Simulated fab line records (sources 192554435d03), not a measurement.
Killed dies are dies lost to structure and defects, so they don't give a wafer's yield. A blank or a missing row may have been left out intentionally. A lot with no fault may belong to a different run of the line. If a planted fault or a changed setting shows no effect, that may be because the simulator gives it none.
The tool behind it: which one? ; flow n5 finfet ; 12 lots (36 wafers sampled), 1 step of a 1938-step route

WHAT EACH GAUGE READ, for each wafer
N5_BEOL_M4_INSPECT_59: inspects for defects (darkfield).
lot;measured;on;raw defect count
L075;day 8 01:44;defect inspect-02;66 63 50
L077;day 8 20:24;defect inspect-01;99 41 63
L079;day 8 23:46;defect inspect-02;59 64 49
L081;day 10 05:38;defect inspect-01;59 76 69
L082;day 10 21:02;defect inspect-02;59 43 65
L085;day 11 12:02;defect inspect-01;69 51 69
L087;day 11 17:01;defect inspect-01;77 100 116
L088;day 11 18:53;defect inspect-01;59 80 67
L091;day 12 19:20;defect inspect-02;90 72 82
L093;day 12 23:49;defect inspect-02;59 34 63
L095;day 13 22:24;defect inspect-02;59 37 66
L097;day 14 05:06;defect inspect-02;46 63 52

TOOL THAT RAN EACH LOT (tool first, then ch and the chambers of the sampled wafers, then the start)
The record holds no process step before these readings.

THE ANSWER, worked out from the rows above alone
Rule: what is usual is taken from the lots themselves. The widest of any qualifying gaps counts: lots, ordered by their means at a reading, are off when they make up no more than a third of the lots, leave a main group of 4 or more, and stand apart from it by 3 or more times the standard deviation of that group's means. The tables above print the reading to a certain number of digits; a main group whose means all agree to those digits is not used. Also off: a lot with no number at a reading for which 4 or more lots have one. The other lots that the step has rows for count as sound.
No lot is off at any reading shown: from this, nothing can be told.

WHAT THE SIMULATOR PUT IN
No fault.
